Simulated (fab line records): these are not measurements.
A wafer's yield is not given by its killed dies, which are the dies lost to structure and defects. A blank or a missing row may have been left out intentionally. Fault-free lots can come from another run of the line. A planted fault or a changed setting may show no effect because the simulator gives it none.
fab line records	flow n5_finfet
record lots=10	wafers=25	last_day=15
route steps=1938 shown BEOL_M11@1539 PASSIVATION@1936
lots untouched by any fault: they come from a run of this same line in which no faults occurred
start_h: the number of hours between the record's first day and the start of the first shown wafer of the lot	wait_h: hours elapsed since this lot's preceding step	" identical to the entry in the row above	L1.1+2: a row that stands for several wafers	- no value, or no start given	* or withheld: withheld	< > ~ a bound
route shown NAME@n: names a module that has steps shown in the file, with the first one's number in the route	usual: mean/standard deviation of fault-free wafers	same: alike in all rows	chamber/n: place in a boat	sites: each site's reading	_std_site: standard deviation across them	_edge_site: inner sites' mean taken away from outer sites' mean	radius_mm: how far each site lies from the wafer's centre	mask NAME#n: copy n	behind: the last tool/chamber to shape the wafer	hold: reason for holding the lot/hours on hold/outcome of the hold	device: whichever transistor did not switch (one of n, p or np)	end of line: at the end of the route, the tests of the same wafers	a step without rows: its recipe alone	killed: count of dies lost to structure and defects at first sort (not the wafer's yield)	map: a wafer's dies, marking killed ones x, the rest . and places with no die _
set.NAME: setting as actually run; set.NAME@STEP: the setting as run at that earlier step	model.NAME: the simulator's own value behind a step, which no gauge read
a sample of lots followed through the steps of the route, with each step as a table and each wafer as a row
services: a tool's chamber out of use, with start hour (start_h, from the record's first day; less than 0 if before it), hours out, and reason
## steps
# step N5_BEOL_M11_PECVD_70
# recipe material=SiO2	target_thk_a=200	temp_c=400	precursor=TEOS/O2	pressure_torr=5.5	rf_w=450	teos_flow_sccm=53.8	gas=O2	flow_sccm=3000	time_s=22.7
# usual heater_power_w=747/85	showerhead_plenum_p_Torr=8.74/0.061	throttle_valve_pct=22.8/1.7
lot.wafer	tool	chamber	start_h	wait_h	heater_power_w	showerhead_plenum_p_Torr	throttle_valve_pct
L655.2	pecvd-04	0	216.54	0.0	713	8.65	22.6
L655.6	"	2	"	"	758	8.74	20.5
L654.3	pecvd-02	0	218.61	0.1	829	8.69	22.7
L654.5	"	1	"	"	744	8.83	23.7
L654.6	"	0	"	"	829	8.69	22.3
L656.2	pecvd-04	1	233.12	0.0	728	8.79	25.9
L656.5	"	2	"	"	778	8.74	20.6
L656.6	"	0	"	"	594	8.66	22.5
L660.4	pecvd-03	1	255.10	0.1	854	8.72	23.1
L660.6	"	2	"	"	699	8.73	21.8
L662.4	pecvd-02	1	262.50	0.1	885	8.80	23.4
L662.5	"	0	"	"	750	8.67	22.6
L662.6	"	2	"	"	556	8.76	20.6
L661.2	pecvd-04	0	264.18	0.0	725	8.66	22.8
L661.4	"	2	"	"	779	8.73	20.8
L663.3	pecvd-02	1	264.64	0.0	851	8.83	23.4
L663.4	"	1	"	"	868	8.82	23.5
L663.5	"	0	"	"	692	8.69	22.6
L665.1	pecvd-03	0	282.40	0.0	857	8.73	23.4
L665.2	"	2	"	"	679	8.70	22.0
L665.4	"	1	"	"	861	8.76	23.0
L666.3	pecvd-04	0	286.54	0.0	599	8.63	22.9
L666.5	"	0	"	"	608	8.65	22.9
L672.5	pecvd-04	0	314.55	0.1	675	8.64	22.7
L672.6	"	2	"	"	736	8.73	20.8
# step N5_BEOL_M11_DESCUM_33
# recipe chemistry=O2	time_s=7.9	source_power_w=50	bias_power_w=20	pressure_mtorr=20	rf_frequency_hz=2.712e+07	temp_c=40	resist=CAR-ArF	o2_flow_sccm=225
# usual drypump_motor_current_A=5.7/0.57	o2_flow_sccm=225.0/0.65	oes_product_au=0.79/0.09	rf_vpp_V=243.0/1.7	showerhead_plenum_p_Torr=2.09/0.09	throttle_valve_pct=20.38/0.21
lot.wafer	tool	chamber	start_h	wait_h	drypump_motor_current_A	o2_flow_sccm	oes_product_au	rf_hours_counter_h	rf_vpp_V	showerhead_plenum_p_Torr	throttle_valve_pct
L655.2	rie_diel-01	2	220.87	0.0	5.0	226.1	0.68	246	242.7	2.04	20.86
L655.6	"	0	"	"	4.9	225.7	0.85	-	244.5	2.12	20.52
L654.3	rie_diel-05	2	221.11	0.1	6.7	225.1	0.79	114	244.8	2.20	20.00
L654.5	"	0	"	"	5.6	224.4	0.76	-	241.6	1.95	20.54
L654.6	"	3	"	"	5.8	225.5	0.69	-	244.6	2.18	20.30
L656.2	rie_diel-05	3	235.62	0.1	5.8	224.5	0.69	227	243.6	2.17	20.31
L656.5	"	0	"	"	5.6	223.6	0.75	-	240.3	1.95	20.55
L656.6	"	1	"	"	6.1	225.2	0.81	-	243.5	2.20	20.18
L660.4	rie_diel-03	1	259.15	0.0	6.1	224.5	0.86	-	242.9	2.03	20.30
L660.6	"	2	"	"	5.1	225.0	0.74	-	241.2	2.01	20.46
L662.4	rie_diel-01	1	264.74	0.1	5.8	224.9	0.81	69	243.6	2.13	20.57
L662.5	"	2	"	"	5.0	225.0	0.99	-	243.2	2.04	20.44
L662.6	"	3	"	"	5.3	225.2	0.67	-	241.5	1.98	20.44
L661.2	rie_diel-01	2	266.70	0.0	5.0	224.6	0.99	6	243.2	2.04	20.46
L661.4	"	3	"	"	5.4	224.8	0.68	230	240.2	1.98	20.44
L663.3	rie_diel-03	2	267.02	0.2	5.1	225.3	0.74	186	242.7	2.01	20.45
L663.4	"	2	"	"	5.0	225.4	0.74	-	240.8	2.01	20.45
L663.5	"	0	"	"	5.9	225.4	0.71	-	244.4	2.09	20.67
L665.1	rie_diel-01	3	284.95	0.0	5.3	224.0	0.66	236	241.4	1.97	20.45
L665.2	"	0	"	"	4.9	224.0	0.82	94	243.9	2.11	20.53
L665.4	"	2	"	"	5.0	225.4	0.96	12	243.0	2.04	20.46
L666.3	rie_diel-01	3	290.16	0.0	5.4	225.1	0.67	238	241.0	1.97	20.45
L666.5	"	3	"	"	5.4	225.1	0.67	-	241.2	1.97	20.45
L672.5	rie_diel-05	0	319.93	0.0	5.6	226.3	0.72	-	240.6	1.94	20.61
L672.6	"	2	"	"	6.8	225.6	0.77	-	244.1	2.18	20.05
# step N5_BEOL_M11_ETCH_65
# recipe chemistry=CF4	target=SiARC	target_depth_a=390	mask_material=CAR-ArF	time_s=65	ion_energy_ev=80	pressure_mtorr=40	source_w=545	bias_w=36	Ar_flow_sccm=100	cf4_flow_sccm=100	ends=cleared
# usual drypump_motor_current_A=5.7/0.57	etch_rf_on_time_s=64.4/1.4	oes_product_au=0.68/0.076	rf_vpp_V=183.9/1.4	showerhead_plenum_p_Torr=2.13/0.083	throttle_valve_pct=15.53/0.21
lot.wafer	tool	chamber	start_h	wait_h	drypump_motor_current_A	etch_rf_on_time_s	oes_product_au	rf_hours_counter_h	rf_vpp_V	showerhead_plenum_p_Torr	throttle_valve_pct
L655.2	rie_diel-01	2	220.90	0.0	5.0	66.1	0.57	246	182.9	2.11	16.15
L655.6	"	0	"	"	4.9	63.2	0.74	-	184.5	2.16	15.59
L654.3	rie_diel-05	2	221.15	0.0	6.7	63.2	0.69	114	183.1	2.23	15.17
L654.5	"	0	"	"	5.6	62.7	0.65	-	183.1	1.99	15.57
L654.6	"	3	"	"	5.8	65.0	0.60	-	183.9	2.20	15.43
L656.2	rie_diel-05	3	235.65	0.0	5.7	64.9	0.60	227	185.1	2.20	15.43
L656.5	"	0	"	"	5.6	62.8	0.66	-	182.1	1.99	15.58
L656.6	"	1	"	"	6.1	64.7	0.71	-	184.9	2.25	15.41
L660.4	rie_diel-03	1	259.19	0.0	6.1	65.1	0.73	-	183.7	2.09	15.47
L660.6	"	2	"	"	5.1	65.0	0.63	-	182.3	2.06	15.73
L662.4	rie_diel-01	1	264.77	0.0	5.8	63.4	0.71	69	185.4	2.16	15.60
L662.5	"	2	"	"	5.0	64.2	0.84	-	184.3	2.11	15.66
L662.6	"	3	"	"	5.4	66.1	0.58	-	183.3	2.04	15.69
L661.2	rie_diel-01	2	266.74	0.0	5.0	63.6	0.84	6	182.4	2.11	15.67
L661.4	"	3	"	"	5.3	65.2	0.59	230	182.1	2.04	15.69
L663.3	rie_diel-03	2	267.05	0.0	5.0	64.4	0.63	186	182.6	2.06	15.72
L663.4	"	2	"	"	5.0	64.5	0.63	-	181.6	2.06	15.72
L663.5	"	0	"	"	5.9	68.3	0.60	-	183.4	2.13	15.77
L665.1	rie_diel-01	3	284.98	0.0	5.3	66.3	0.58	236	182.9	2.04	15.71
L665.2	"	0	"	"	4.9	64.1	0.71	94	183.7	2.15	15.60
L665.4	"	2	"	"	5.0	65.3	0.81	12	183.5	2.11	15.67
L666.3	rie_diel-01	3	290.19	0.0	5.4	65.2	0.58	238	183.0	2.04	15.70
L666.5	"	3	"	"	5.3	65.5	0.59	-	181.7	2.04	15.70
L672.5	rie_diel-05	0	319.97	0.0	5.6	62.9	0.64	-	182.5	1.98	15.64
L672.6	"	2	"	"	6.8	62.3	0.67	-	185.1	2.21	15.23
# step N5_BEOL_M11_CURE_72
# recipe temp_c=370	time_s=120	ambient=DMADMS/He	material=SiCOH_lowk
# usual lamp_power_pct=52.32/0.052	wafer_temp_C_max=371.6/0.57
lot.wafer	tool	chamber	start_h	wait_h	lamp_power_pct	wafer_temp_C_max
L655.2	uv_cure-02	2	221.61	0.1	52.29	371.4
L655.6	"	2	"	"	52.36	371.6
L654.3	uv_cure-02	2	221.96	0.2	52.32	371.9
L654.5	"	2	"	"	52.38	371.7
L654.6	"	2	"	"	52.31	372.0
L656.2	uv_cure-02	2	236.51	0.2	52.26	371.5
L656.5	"	2	"	"	52.34	371.5
L656.6	"	2	"	"	52.30	371.4
L660.4	uv_cure-03	2	259.97	0.2	52.41	372.7
L660.6	"	2	"	"	52.32	372.4
L662.4	uv_cure-01	2	265.58	0.2	52.32	372.5
L662.5	"	2	"	"	52.24	372.3
L662.6	"	2	"	"	52.42	372.2
L661.2	uv_cure-01	1	267.44	0.1	52.33	371.4
L661.4	"	1	"	"	52.22	371.3
L663.3	uv_cure-02	1	267.80	0.1	52.23	371.4
L663.4	"	1	"	"	52.26	371.3
L663.5	"	1	"	"	52.33	371.2
L665.1	uv_cure-03	0	285.64	0.0	52.25	371.4
L665.2	"	0	"	"	52.28	371.0
L665.4	"	0	"	"	52.25	371.5
L666.3	uv_cure-03	0	290.94	0.1	52.27	371.4
L666.5	"	0	"	"	52.32	370.9
L672.5	uv_cure-03	0	320.80	0.2	52.25	371.1
L672.6	"	0	"	"	52.27	371.5
# step N5_BEOL_M11_CMP_52
# recipe stop_on=SiCOH_lowk	t_overpolish_s=7	down_force_psi=1	platen_rpm=50	clearing_platen_down_force_psi=1.5	clearing_platen_rpm=50	post_cmp_clean=cu_alkaline	target_thk_nm=140	clearing_platen_pad_velocity_m_s=0.99484	pad_velocity_m_s=0.99484
# usual barrier_field_endpoint_s=29.1/0.78	motor_current_A=5.8/0.62	slurry_filter_dp_kPa=13.50/0.13
lot.wafer	tool	chamber	start_h	wait_h	barrier_field_endpoint_s	motor_current_A	slurry_filter_dp_kPa
L655.2	cmp-01	1	223.68	0.4	27.9	6.1	13.44
L655.6	"	1	"	"	28.0	6.2	13.65
L654.3	cmp-02	2	224.11	0.2	30.0	5.5	13.58
L654.6	"	0	"	"	29.1	6.1	13.64
L654.5	"	1	"	"	29.3	4.6	13.27
L656.2	cmp-03	3	239.23	0.3	28.5	5.7	13.71
L656.6	"	0	"	"	28.8	5.2	13.44
L656.5	"	1	"	"	28.5	5.4	13.60
L660.4	cmp-02	2	261.61	0.1	29.3	5.2	13.50
L660.6	"	3	"	"	30.9	6.4	13.47
L662.4	cmp-02	0	267.51	0.2	29.3	6.3	13.76
L662.6	"	0	"	"	29.4	5.8	13.64
L662.5	"	1	"	"	29.1	4.9	13.34
L661.2	cmp-03	1	270.74	0.2	28.7	5.3	13.48
L661.4	"	2	"	"	29.0	6.4	13.57
L663.4	cmp-03	2	270.99	0.1	29.2	6.0	13.49
L663.3	"	0	"	"	29.0	5.2	13.46
L663.5	"	2	"	"	30.7	6.3	13.55
L665.2	cmp-02	2	288.77	0.2	29.7	5.6	13.42
L665.4	"	3	"	"	30.4	6.4	13.56
L665.1	"	1	"	"	29.7	4.8	13.53
L666.3	cmp-01	3	292.65	0.3	29.2	5.9	13.39
L666.5	"	2	"	"	29.9	7.1	13.45
L672.5	cmp-01	1	323.10	0.2	27.5	5.9	13.29
L672.6	"	2	"	"	33.0	7.6	13.55
# step N5_PASSIVATION_PROBE_49
# usual defect_limited_yield=91.5/1.5	killed_at_M0_to_M3=32/9.4	killed_at_M4_up=12/5.1	killed_at_contacts=11/7.4	killed_at_front_end=41/11	killed_at_other=3.4/2.5	killed_dies=100/17	killed_on_rim=13/4.4	killed_open=65/14	killed_short=33/7	sort_bin_5_function=4.9/0.96	sort_bin_6_memory=3.1/0.7	sort_bin_8_speed=0.00/0.01	sort_n_pass=1080/17	sort_yield_pct=91.5/1.5
# same gross_dies=1180	killed_at_back_side=0	sort_bin_4_leakage[%]=0
lot.wafer	tool	chamber	start_h	wait_h	defect_limited_yield[%]	killed_at_M0_to_M3	killed_at_M4_up	killed_at_contacts	killed_at_front_end	killed_at_other	killed_dies	killed_on_rim	killed_open	killed_short	sort_bin_5_function[%]	sort_bin_6_memory[%]	sort_bin_8_speed[%]	sort_n_pass	sort_yield_pct[%]
L655.2	prober-01	-	255.74	0.1	93.4	26	13	9	27	3	78	6	48	28	3.6	2.8	0	1102	93.4
L655.6	prober-01	-	255.94	0.3	92.1	35	6	10	37	5	93	12	64	29	4.7	3.0	0	1087	92.1
L654.3	prober-02	-	264.57	0.1	91.5	27	12	17	37	7	100	11	65	35	4.5	3.7	0	1080	91.5
L654.5	prober-02	-	264.67	0.2	92.5	15	10	8	50	6	89	12	58	31	4.6	2.9	0	1091	92.5
L654.6	prober-02	-	264.72	0.3	92.5	25	9	4	45	6	89	17	54	26	4.2	2.4	0	1091	92.5
L656.2	prober-01	-	278.61	0.1	88.9	25	13	38	52	3	131	23	89	40	6.9	3.7	0	1049	88.9
L656.5	prober-01	-	278.76	0.2	91.3	28	24	8	43	0	103	15	59	38	5.2	2.5	0.08	1076	91.2
L656.6	prober-01	-	278.81	0.3	92.8	14	14	17	38	2	85	7	55	28	4.1	3.0	0	1095	92.8
L660.4	prober-02	-	297.76	0.2	89.3	35	25	13	46	7	126	14	81	45	7.4	3.1	0	1054	89.3
L660.6	prober-02	-	297.86	0.3	92.0	25	12	8	44	5	94	14	62	24	4.2	3.0	0	1086	92.0
L662.4	prober-02	-	300.84	0.2	91.9	29	10	10	43	4	96	14	62	31	4.9	2.8	0	1084	91.9
L662.5	prober-02	-	300.89	0.2	92.5	19	10	12	45	3	89	16	50	38	4.5	2.6	0	1091	92.5
L662.6	prober-02	-	300.94	0.3	93.3	23	4	6	42	4	79	9	49	30	3.9	2.4	0	1101	93.3
L661.2	prober-02	-	304.45	0.1	92.4	30	7	16	36	1	90	9	59	30	4.3	3.1	0	1090	92.4
L661.4	prober-02	-	304.55	0.2	92.3	34	12	7	37	1	91	8	62	28	5.1	2.5	0	1089	92.3
L663.3	prober-02	-	305.21	0.1	88.7	40	15	6	71	1	133	28	99	34	7.1	3.6	0	1047	88.7
L663.4	prober-02	-	305.26	0.2	90.3	49	23	11	29	2	114	20	74	40	6.6	2.9	0	1066	90.3
L663.5	prober-02	-	305.31	0.2	89.3	46	7	4	69	0	126	22	89	33	5.8	4.2	0	1054	89.3
L666.3	prober-01	-	326.49	0.1	90.1	40	2	11	61	3	117	17	78	30	5.6	2.9	0	1063	90.1
L666.5	prober-01	-	326.59	0.2	91.0	28	9	5	60	4	106	15	75	31	4.7	3.9	0	1074	91.0
L665.1	prober-01	-	327.45	0.0	91.5	21	20	8	45	6	100	8	61	38	5.5	2.5	0	1080	91.5
L665.2	prober-01	-	327.50	0.1	91.4	36	8	5	48	4	101	6	64	35	4.7	3.2	0	1079	91.4
L665.4	prober-01	-	327.60	0.2	92.4	22	9	16	41	2	90	12	62	28	4.8	2.5	0	1090	92.4
L672.5	prober-02	-	355.54	0.2	91.6	33	21	10	28	7	99	15	71	28	5.1	3.1	0	1081	91.6
L672.6	prober-02	-	355.59	0.3	92.3	41	17	4	26	3	91	9	58	33	4.6	2.6	0	1089	92.3
# killed by level:class
L655.2 BEOL_M2:geometric_particle:open=8 DUMMY_GATE:geometric_particle:open=5 MOL_CONTACT_COAG:geometric_particle:open=5 BEOL_M1:geometric_particle:open=5 STI_FIN_REVEAL:geometric_particle:open=4 MOL_CONTACT_COAG:geometric_particle:short=4 BEOL_M4:geometric_particle:open=4 FIN_SAQP:geometric_particle:short=3
L655.6 BEOL_M2:geometric_particle:open=15 MOL_CONTACT_COAG:geometric_particle:open=9 DUMMY_GATE:geometric_particle:open=7 BEOL_M0_SAQP:geometric_particle:short=7 BEOL_M1:geometric_particle:open=7 ILD0:geometric_particle:short=6 STARTING-WAFER:geometric_particle:open=6 STI_FIN_REVEAL:geometric_particle:open=4
L654.3 MOL_CONTACT_COAG:geometric_particle:open=17 FIN_SAQP:geometric_particle:short=10 BEOL_M2:geometric_particle:open=10 STI_FIN_REVEAL:geometric_particle:open=8 BEOL_M0_SAQP:geometric_particle:short=8 STARTING-WAFER:geometric_particle:open=5 GATE_CUT:geometric_particle:short=4 BEOL_M0_SAQP:geometric_particle:open=4
L654.5 FIN_SAQP:geometric_particle:short=14 DUMMY_GATE:geometric_particle:open=9 BEOL_M2:geometric_particle:open=9 MOL_CONTACT_COAG:geometric_particle:open=7 FIN_SAQP:geometric_particle:open=6 STI_FIN_REVEAL:geometric_particle:open=4 GATE_CUT:geometric_particle:open=4 GATE_CUT:geometric_particle:short=4
L654.6 BEOL_M2:geometric_particle:open=10 HKMG_FIN:area_etch=9 BEOL_M3:geometric_particle:open=7 FIN_SAQP:geometric_particle:open=6 STI_FIN_REVEAL:geometric_particle:open=6 GATE_CUT:geometric_particle:short=6 FIN_SAQP:geometric_particle:short=5 STARTING-WAFER:geometric_particle:open=5
L656.2 MOL_CONTACT_COAG:geometric_particle:open=30 FIN_SAQP:geometric_particle:short=11 STI_FIN_REVEAL:geometric_particle:open=10 FIN_SAQP:geometric_particle:open=9 MOL_CONTACT_COAG:geometric_particle:short=8 BEOL_M0_SAQP:geometric_particle:short=7 DUMMY_GATE:geometric_particle:open=6 BEOL_M0_SAQP:geometric_particle:open=5
L656.5 BEOL_M4:geometric_particle:open=11 FIN_SAQP:geometric_particle:short=7 STI_FIN_REVEAL:geometric_particle:open=6 HKMG_FIN:area_etch=6 FIN_SAQP:geometric_particle:open=5 BEOL_M0_SAQP:geometric_particle:open=5 BEOL_M3:geometric_particle:open=5 MOL_CONTACT_COAG:geometric_particle:open=5
L656.6 MOL_CONTACT_COAG:geometric_particle:open=15 STI_FIN_REVEAL:geometric_particle:open=8 GATE_CUT:geometric_particle:short=5 BEOL_M0_SAQP:geometric_particle:short=5 BEOL_M0_SAQP:geometric_particle:open=5 FIN_SAQP:geometric_particle:open=4 GATE_CUT:geometric_particle:open=4 STARTING-WAFER:geometric_particle:open=4
L660.4 FIN_SAQP:geometric_particle:short=13 STI_FIN_REVEAL:geometric_particle:open=13 BEOL_M4:geometric_particle:open=13 MOL_CONTACT_COAG:geometric_particle:open=10 BEOL_M0_SAQP:geometric_particle:short=8 BEOL_M3:geometric_particle:open=7 BEOL_M1:geometric_particle:open=6 FIN_SAQP:geometric_particle:open=5
L660.6 BEOL_M3:geometric_particle:open=13 MOL_CONTACT_COAG:geometric_particle:open=8 FIN_SAQP:geometric_particle:short=5 FIN_SAQP:geometric_particle:open=5 HKMG_FIN:area_etch=5 SPACER0:geometric_particle:short=4 BEOL_M4:geometric_particle:open=4 STI_FIN_REVEAL:geometric_particle:open=3
L662.4 BEOL_M0_SAQP:geometric_particle:open=10 ILD0:geometric_particle:open=9 BEOL_M0_SAQP:geometric_particle:short=9 MOL_CONTACT_COAG:geometric_particle:open=8 DUMMY_GATE:geometric_particle:open=7 ILD0:geometric_particle:short=6 STARTING-WAFER:geometric_particle:open=5 STI_FIN_REVEAL:geometric_particle:short=3
L662.5 DUMMY_GATE:geometric_particle:open=10 MOL_CONTACT_COAG:geometric_particle:open=10 FIN_SAQP:geometric_particle:short=8 FIN_SAQP:geometric_particle:open=6 BEOL_M0_SAQP:geometric_particle:open=6 BEOL_M0_SAQP:geometric_particle:short=6 ILD0:geometric_particle:short=4 GATE_CUT:geometric_particle:short=3
L662.6 FIN_SAQP:geometric_particle:open=8 DUMMY_GATE:geometric_particle:open=8 GATE_CUT:geometric_particle:short=7 MOL_CONTACT_COAG:geometric_particle:open=5 BEOL_M1:geometric_particle:open=5 STI_FIN_REVEAL:geometric_particle:open=4 BEOL_M0_SAQP:geometric_particle:short=4 BEOL_M0_SAQP:geometric_particle:open=4
L661.2 MOL_CONTACT_COAG:geometric_particle:open=12 FIN_SAQP:geometric_particle:open=9 FIN_SAQP:geometric_particle:short=9 BEOL_M3:geometric_particle:open=8 BEOL_M1:geometric_particle:open=6 BEOL_M0_SAQP:geometric_particle:open=6 BEOL_M3:geometric_particle:short=5 STI_FIN_REVEAL:geometric_particle:open=4
L661.4 FIN_SAQP:geometric_particle:open=11 FIN_SAQP:geometric_particle:short=10 BEOL_M2:geometric_particle:open=10 MOL_CONTACT_COAG:geometric_particle:open=5 DUMMY_GATE:geometric_particle:open=5 BEOL_M0_SAQP:geometric_particle:open=5 BEOL_M0:geometric_particle:open=5 BEOL_M4:geometric_particle:short=5
L663.3 FIN_SAQP:geometric_particle:open=24 BEOL_M1:geometric_particle:open=12 STI_FIN_REVEAL:geometric_particle:open=11 BEOL_M2:geometric_particle:open=9 FIN_SAQP:geometric_particle:short=7 STI_FIN_REVEAL:geometric_particle:short=7 BEOL_M0_SAQP:geometric_particle:open=7 GATE_CUT:geometric_particle:open=6
L663.4 BEOL_M0_SAQP:geometric_particle:open=14 BEOL_M0_SAQP:geometric_particle:short=13 BEOL_M4:geometric_particle:open=13 BEOL_M2:geometric_particle:open=10 FIN_SAQP:geometric_particle:open=9 MOL_CONTACT_COAG:geometric_particle:open=7 STI_FIN_REVEAL:geometric_particle:open=5 BEOL_M5:geometric_particle:open=5
L663.5 BEOL_M2:geometric_particle:open=22 FIN_SAQP:geometric_particle:open=20 FIN_SAQP:geometric_particle:short=14 BEOL_M0_SAQP:geometric_particle:open=8 BEOL_M1:geometric_particle:open=7 GATE_CUT:geometric_particle:short=7 STI_FIN_REVEAL:geometric_particle:open=6 DUMMY_GATE:geometric_particle:open=5
L666.3 FIN_SAQP:geometric_particle:open=17 BEOL_M2:geometric_particle:open=12 STI_FIN_REVEAL:geometric_particle:open=9 MOL_CONTACT_COAG:geometric_particle:open=9 HKMG_FIN:area_etch=9 BEOL_M3:geometric_particle:open=8 FIN_SAQP:geometric_particle:short=7 DUMMY_GATE:geometric_particle:open=7
L666.5 FIN_SAQP:geometric_particle:open=19 STI_FIN_REVEAL:geometric_particle:open=17 FIN_SAQP:geometric_particle:short=11 BEOL_M0_SAQP:geometric_particle:open=9 BEOL_M3:geometric_particle:open=6 STI_FIN_REVEAL:geometric_particle:short=5 BEOL_M0_SAQP:geometric_particle:short=5 BEOL_M4:geometric_particle:open=5
L665.1 FIN_SAQP:geometric_particle:open=10 STI_FIN_REVEAL:geometric_particle:open=10 FIN_SAQP:geometric_particle:short=9 BEOL_M4:geometric_particle:open=8 MOL_CONTACT_COAG:geometric_particle:open=6 BEOL_M0_SAQP:geometric_particle:open=4 BEOL_M3:geometric_particle:open=4 BEOL_M4:geometric_particle:short=4
L665.2 FIN_SAQP:geometric_particle:open=12 STI_FIN_REVEAL:geometric_particle:open=11 FIN_SAQP:geometric_particle:short=9 BEOL_M2:geometric_particle:open=9 BEOL_M3:geometric_particle:open=6 BEOL_M0_SAQP:geometric_particle:short=5 GATE_CUT:geometric_particle:short=4 DUMMY_GATE:geometric_particle:open=3
L665.4 MOL_CONTACT_COAG:geometric_particle:open=12 STI_FIN_REVEAL:geometric_particle:open=11 FIN_SAQP:geometric_particle:open=7 BEOL_M0_SAQP:geometric_particle:open=6 DUMMY_GATE:geometric_particle:open=5 FIN_SAQP:geometric_particle:short=4 ILD0:geometric_particle:short=4 MOL_CONTACT_COAG:geometric_particle:short=4
L672.5 MOL_CONTACT_COAG:geometric_particle:open=9 BEOL_M4:geometric_particle:open=8 BEOL_M1:geometric_particle:open=7 BEOL_M3:geometric_particle:open=7 BEOL_M0_SAQP:geometric_particle:open=6 FIN_SAQP:geometric_particle:short=4 FIN_SAQP:geometric_particle:open=4 DUMMY_GATE:geometric_particle:open=4
L672.6 BEOL_M0_SAQP:geometric_particle:open=12 BEOL_M1:geometric_particle:open=9 BEOL_M3:geometric_particle:open=6 BEOL_M4:geometric_particle:open=6 FIN_SAQP:geometric_particle:short=5 FIN_SAQP:geometric_particle:open=5 MOL_CONTACT_COAG:geometric_particle:open=4 BEOL_M0_SAQP:geometric_particle:short=4
## services
tool	chamber	start_h	hours	kind
cmp-02	-	200.59	4.0	pm
pecvd-03	1	206.10	6.1	repair
uv_cure-01	-	206.49	1.1	repair
uv_cure-01	-	210.54	8.8	repair
rie_diel-01	3	211.88	14.8	repair
uv_cure-01	-	219.35	2.1	pm
uv_cure-01	-	221.48	1.0	pm
cmp-03	-	228.10	0.5	repair
rie_diel-03	3	232.01	2.0	repair
cmp-02	-	237.54	0.3	repair
pecvd-04	-	238.23	0.5	repair
cmp-01	-	246.07	4.0	pm
cmp-03	-	247.22	0.9	repair
pecvd-02	-	250.62	2.8	pm
pecvd-04	0	251.52	12.3	repair
rie_diel-03	3	266.40	4.3	repair
cmp-01	-	266.75	7.0	pm
pecvd-03	-	271.33	1.2	repair
cmp-01	-	275.51	1.6	repair
rie_diel-05	3	288.80	4.2	repair
rie_diel-03	0	289.36	5.6	repair
pecvd-02	-	290.31	6.1	repair
pecvd-02	1	298.53	6.5	repair
pecvd-04	-	323.14	1.8	repair
## key
first_sign step=N5_BEOL_M11_CMP_52	reading=barrier_field_endpoint_s	direction=up	sigmas=5	usual=29.1	struck=33.0
effect none on later readings
met_at N5_BEOL_M11_PECVD_70
struck_lots L672
struck_wafers L672.6
not_acting_at N5_BEOL_M11_DESCUM_33,N5_BEOL_M11_ETCH_65,N5_BEOL_M11_CURE_72
onset_between 286.54 314.55
fault kind=process_parameter_drift	tool=pecvd-04	chamber=-	onset_h=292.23	steps=N5_BEOL_M11_PECVD_70	channel=time_s	offset=*	shape=step	end_h=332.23	scope=struck_wafers_only	acts_in=*	stated=*
